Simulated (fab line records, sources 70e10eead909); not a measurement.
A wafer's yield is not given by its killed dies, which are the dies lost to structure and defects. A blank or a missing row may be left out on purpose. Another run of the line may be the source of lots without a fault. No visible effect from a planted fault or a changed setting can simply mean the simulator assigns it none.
Problem report in the 8D (eight disciplines) form, filled by code ; flow nandHarc ; the parts of the form that need people (team, actions taken, sign-off) are left out

== 1. THE PROBLEM ==
Mean of thkNm at NHARC_A_ONON_D2_THK_MEAS_27: 1100 nm across 4 wafers in 3 lots; on wafers with no fault it is 1004 nm (standard deviation 11). Measured from the usual mean, that is +8.7 standard deviations.
The step: measures by ellipsometry.
First observed at day 19 16:58: wafer L981.3, on filmMetro-02. At this step, 39 wafers from 14 lots have a number in the record. The rule behind "out" and "out of limits": a value lying over 4 standard deviations away from the usual mean. All remaining wafers that have a number are taken as sound.

== 2. WHAT IT IS, WHAT IT ISN'T ==
question;is;is not
which readings at this step;thkNm;-
which lots;L981, L982, L984;L964, L966, L967, L968, L969, L970, L971, L972, L973, L986, L987
which wafers of those lots;L981.3, L981.5, L982.3, L984.5;L982.2, L984.2
read on which gauges;filmMetro-01, filmMetro-02;-
when;from day 19 16:58;"up to then (27 sound wafers); but 8 sound wafers of L982, L984, L986, L987 came after"

== 3. SUSPECTS, AND WHAT RULES EACH OUT ==
Counting: any tool at a process step up to the reading remains a suspect provided it ran every lot that is out. Sound lots after the first of them don't rule it out here, since some wafers of a struck lot are sound.
- the gauge at NHARC_A_ONON_D2_THK_MEAS_27 has been ruled out. 2 gauges (filmMetro-01, filmMetro-02) read the wafers that are out.
- pecvdOnon-03 at NHARC_A_ONON_D2_DEP_25 (target thk 1000 nm): kept. It processed each lot that is out (first: L981, day 19 16:34); up to then, its last sound lot is L973 (day 16 03:17).
After counting, what remains is pecvdOnon-03 at NHARC_A_ONON_D2_DEP_25.

== 4. THE CAUSE (what the simulator had put in) ==
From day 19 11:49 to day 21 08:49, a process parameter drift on pecvdOnon-03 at NHARC_A_ONON_D2_DEP_25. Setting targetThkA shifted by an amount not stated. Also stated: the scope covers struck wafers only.
Counting left only this tool.

== 5. THE EFFECT CHAIN, in route order ==
Each row: a reading where the mean over the struck wafers with a number is more than 3 standard deviations away from the usual. Readings are gone through only where the record gives a usual standard deviation; hours: the median, over the lots, of the time from a lot's start at the first step in this table giving one to that lot's start at this step; sigmas: the change measured in usual standard deviations.
hours;step;reading;usual;on struck wafers;change;sigmas
0;NHARC_A_ONON_D2_THK_MEAS_27;thkNm;1004 nm;1100;+96;+8.7
267;NHARC_END_SORT_01;killedAtArray;52;668;+616;+34
267;NHARC_END_SORT_01;killedDies;57;677;+620;+33
At these later measuring or inspecting steps, every struck wafer for which the step has a row has a number for every such reading, and none has moved that far: NHARC_A_ONON_D2_INSPECT_32.

== 6. WHAT WOULD HAVE CAUGHT IT SOONER ==
In this record the first reading out of limits at a measuring or inspecting step was taken at day 19 16:58, 5 hours after the fault began at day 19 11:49.
Lots out: 3; of these, L982, L984 started NHARC_A_ONON_D2_DEP_25 on pecvdOnon-03 after day 19 16:58. A hold on the tool at that time would have spared those 2.
